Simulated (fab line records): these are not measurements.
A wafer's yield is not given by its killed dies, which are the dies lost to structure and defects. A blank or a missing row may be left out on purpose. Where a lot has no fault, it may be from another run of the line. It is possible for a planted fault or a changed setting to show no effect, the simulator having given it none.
The same fault as seen by 2 desks || flow nandHarc || every desk sees just its own numbers, and what lay behind them comes last

AT THE TOOL OWNER'S DESK: rieDiel-13
The tool's own readings at NHARC_A_CHANNEL_FILL_D1_STRIP_28 (strips in O2, time 20 s): means of the sampled wafers that have a number, for each lot that ran on this tool. Marked OUT: a lot whose mean sits more than 4 standard deviations from the usual mean, which makes it out of limits; the brackets give that distance.
Columns: A = drypumpMotorCurrentA at NHARC_A_CHANNEL_FILL_D1_STRIP_28, usual 5.6 A; B = oesProductAu at NHARC_A_CHANNEL_FILL_D1_STRIP_28, usual 0.997 a.u.; C = rfVppV at NHARC_A_CHANNEL_FILL_D1_STRIP_28, usual 57.6 V; D = showerheadPlenumPTorr at NHARC_A_CHANNEL_FILL_D1_STRIP_28, usual 3.49 Torr; E = throttleValvePct at NHARC_A_CHANNEL_FILL_D1_STRIP_28, usual 17.038 %
{"lot": "L630", "first seen here": "day 10 01:31", "A": 4.9, "B": 0.992, "C": 57.9, "D": 3.39, "E": 17.027}
{"lot": "L633", "first seen here": "day 10 07:53", "A": 5.1, "B": 0.997, "C": 57.5, "D": 3.35, "E": 17.042}
{"lot": "L635", "first seen here": "day 10 14:43", "A": 5.1, "B": 0.996, "C": 58.0, "D": 3.47, "E": 17.042}
{"lot": "L647", "first seen here": "day 13 13:13", "A": 5.2, "B": 0.996, "C": 58.0, "D": 3.47, "E": 17.046}
{"lot": "L651", "first seen here": "day 14 19:21", "A": 5.3, "B": 1.002, "C": 57.7, "D": 3.43, "E": 17.027}
{"lot": "L653", "first seen here": "day 15 10:20", "A": 5.2, "B": 0.993, "C": 57.7, "D": 3.47, "E": 17.048}
This desk found nothing out of limits on any of the 6 lots.

FROM THE METROLOGY DESK
What the gauges read, lot by lot, whatever tool the lot ran on: means of the sampled wafers that have a number. Marked OUT: a lot whose mean sits more than 4 standard deviations from the usual mean, which makes it out of limits; the brackets give that distance.
Columns: A = cdNm at NHARC_A_BONDPAD_CD_MEAS_13, usual 499.8 nm
{"lot": "L631", "first seen here": "day 18 01:01", "A": 502.1}
{"lot": "L632", "first seen here": "day 18 04:01", "A": 501.5}
{"lot": "L633", "first seen here": "day 18 05:31", "A": 499.6}
{"lot": "L630", "first seen here": "day 18 10:22", "A": 498.5}
{"lot": "L635", "first seen here": "day 18 20:04", "A": 499.8}
{"lot": "L643", "first seen here": "day 20 19:31", "A": 498.3}
{"lot": "L644", "first seen here": "day 21 04:57", "A": 498.9}
{"lot": "L647", "first seen here": "day 22 03:40", "A": 497.6}
{"lot": "L648", "first seen here": "day 22 15:59", "A": 499.8}
{"lot": "L652", "first seen here": "day 22 19:11", "A": 500.2}
{"lot": "L650", "first seen here": "day 23 03:10", "A": 501.1}
{"lot": "L651", "first seen here": "day 23 03:25", "A": 501.1}
{"lot": "L653", "first seen here": "day 23 15:44", "A": 500.2}
This desk found nothing out of limits on any of the 13 lots.

PUT TOGETHER
The tool owner's desk saw nothing out of limits.
Nothing out of limits was seen by the metrology desk.

WHAT THE SIMULATOR PUT IN
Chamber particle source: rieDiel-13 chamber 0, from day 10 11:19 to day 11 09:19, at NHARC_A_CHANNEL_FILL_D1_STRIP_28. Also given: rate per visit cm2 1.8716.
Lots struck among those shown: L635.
